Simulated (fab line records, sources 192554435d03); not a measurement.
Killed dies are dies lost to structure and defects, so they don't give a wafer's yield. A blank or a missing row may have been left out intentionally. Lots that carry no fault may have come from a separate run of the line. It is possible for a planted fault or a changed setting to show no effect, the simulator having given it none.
A lot that was struck, set against a sound lot	flow n5-finfet	32 steps out of a route of 1938
Sound: wafers L881.2, L881.5, L881.6. Struck: wafer L884.4 (L884.2, L884.3, from the same lot, were not struck and are left out); the cause is given at the end.
Per side, at each step with rows, come the tool, then ch with its chambers, and then its first start. Under that, the readings that differ: sound wafers	struck wafers	difference of the means	sigmas: that difference in standard deviations of wafers without a fault.
alike: a reading whose means differ by less than 2 such deviations, as well as words and numbers matching on both sides. not compared: withheld readings; readings where some wafer has no value; bounds like >300 that might hide an equal value; numbers whose values overlap and for which the record gives no deviation.
A row with sigmas, a row that says differs or no value, or rows on one side alone: a step with any of these is where the two part. Numbers that don't overlap but have no deviation are shown without sigmas and don't part them. A reading that every wafer of one side lacks parts them only if that side has two wafers or more.

first, 7 steps without rows for these wafers: N5_BEOL_M12_COAT_04 (resist thk 400 nm); N5_BEOL_M12_EBR_06; N5_BEOL_M12_SOFTBAKE_05 (time 60 s); N5_BEOL_M12_EXPOSE_07 (exposes mask V11); N5_BEOL_M12_PEB_08 (peb time 90 s); N5_BEOL_M12_DEVELOP_09 (develop time 45 s); N5_BEOL_M12_HARDBAKE_14 (time 120 s).
N5_BEOL_M12_CD_MEAS_10: the cd target is 140 nm.
  sound on cd-sem-03 ch 0, day 11 00:26; struck on cd-sem-01 ch 0, day 12 07:50
  alike: cd-nm
N5_BEOL_M12_OVL_MEAS_11:
  sound on overlay-01 ch 0, day 11 00:28; struck on overlay-02 ch 0, day 12 07:52
  alike: V11_OVL
N5_BEOL_M12_INSPECT_12: inspects for defects (macro).
  sound: defect-inspect-01 at day 11 00:29; struck: defect-inspect-02 at day 12 07:53
  alike: raw-defect-count
N5_BEOL_M12_DESCUM_15: chemistry O2, time 7.9 s.
  sound on rie-diel-05 ch 0,1, day 11 00:42; struck on rie-diel-05 ch 3, day 12 08:04
  alike: chamber-pressure-mTorr, drypump-motor-current-A, oes-product-au, rf-vpp-V, showerhead-plenum-p-Torr, throttle-valve-pct
  not compared: rf-hours-counter-h
N5_BEOL_M12_ETCH_59: etches BARC in N2/H2, target depth 89 nm, overetch 26.7 nm, time 67.9 s.
  sound on rie-diel-05 ch 0,1, day 11 00:44; struck on rie-diel-05 ch 3, day 12 08:06
reading	sound	struck	difference	sigmas
throttle-valve-pct (%)	18.15 18.35 18.16	17.77	-0.45	-2
  alike: bias-w, chamber-pressure-mTorr, drypump-motor-current-A, oes-product-au, rf-vpp-V, showerhead-plenum-p-Torr
  not compared: rf-hours-counter-h
N5_BEOL_M12_VIA_ETCH_16: etches SiOC in C4F8/O2/Ar, target depth 724.8 nm.
  sound on rie-diel-05 ch 0,1, day 11 00:47; struck on rie-diel-05 ch 3, day 12 08:09
  alike: bias-w, chamber-pressure-mTorr, drypump-motor-current-A, oes-product-au, rf-vpp-V, showerhead-plenum-p-Torr, throttle-valve-pct
N5_BEOL_M12_STRIP_63: strips in N2/H2.
  sound on plasma-asher-01 ch 0,1, day 11 00:59; struck on plasma-asher-01 ch 1, day 12 08:21
  alike: chamber-pressure-mTorr, drypump-motor-current-A, heater-power-w, oes-product-au, strip-time-to-endpoint-s
  not compared: rf-hours-counter-h
N5_BEOL_M12_STRIP_64: strips in N2/H2.
  sound on plasma-asher-01 ch 0,1, day 11 01:03; struck on plasma-asher-01 ch 1, day 12 08:25
  alike: drypump-motor-current-A, heater-power-w, oes-product-au, strip-time-to-endpoint-s
  not compared: rf-hours-counter-h
then, 2 steps without rows for these wafers: N5_BEOL_M12_STRIP_71 (strips in post etch residue remover, time 60 s); N5_BEOL_M12_SRD_72 (time 30 s, dry time 30 s).
N5_BEOL_M12_CD_MEAS_17: the cd target is 140 nm.
  sound: cd-sem-02 at day 11 01:12; struck: cd-sem-02 at day 12 08:34
  alike: cd-nm
then, 9 steps without rows for these wafers: N5_BEOL_M12_COAT_65 (time 60 s, resist thk 300 nm); N5_BEOL_M12_COAT_66 (time 60 s, resist thk 110 nm); N5_BEOL_M12_COAT_22 (resist thk 300 nm); N5_BEOL_M12_EBR_24; N5_BEOL_M12_SOFTBAKE_23 (time 60 s); N5_BEOL_M12_EXPOSE_25 (exposes mask M12); N5_BEOL_M12_PEB_26 (peb time 90 s); N5_BEOL_M12_DEVELOP_27 (develop time 45 s); N5_BEOL_M12_HARDBAKE_32 (time 120 s).
N5_BEOL_M12_CD_MEAS_28: the cd target is 160.2 nm.
  sound on cd-sem-01 ch 0, day 11 01:31; struck on cd-sem-03 ch 0, day 12 08:53
  alike: cd-nm
N5_BEOL_M12_OVL_MEAS_29:
  sound on overlay-01 ch 0, day 11 01:33; struck on overlay-02 ch 0, day 12 08:55
  alike: M12_OVL
N5_BEOL_M12_INSPECT_30: inspects for defects (macro).
  sound: defect-inspect-01 at day 11 01:35; struck: defect-inspect-02 at day 12 08:56
reading	sound	struck	difference	sigmas
raw-defect-count	1 1 3	>300	differs	
N5_BEOL_M12_DESCUM_33: chemistry O2, time 7.9 s.
  sound on rie-diel-05 ch 2,3, day 11 01:37; struck on rie-diel-05 ch 1, day 12 08:58
  alike: chamber-pressure-mTorr, drypump-motor-current-A, oes-product-au, rf-vpp-V, showerhead-plenum-p-Torr, throttle-valve-pct
  not compared: rf-hours-counter-h
-- here the record skips 2 days between the struck wafers' starts before and after, leaving off in module BEOL_M12 and picking up in module PASSIVATION (first step shown: number 1936 of the route) --
N5_PASSIVATION_PROBE_49:
  only the struck wafers here have rows in the record (prober-02, day 14 10:26); the sound ones have none

== WHERE THEY PART ==
Last at N5_PASSIVATION_PROBE_49 as far as this record goes, first at N5_BEOL_M12_ETCH_59.

WHY: the cause the simulator had injected
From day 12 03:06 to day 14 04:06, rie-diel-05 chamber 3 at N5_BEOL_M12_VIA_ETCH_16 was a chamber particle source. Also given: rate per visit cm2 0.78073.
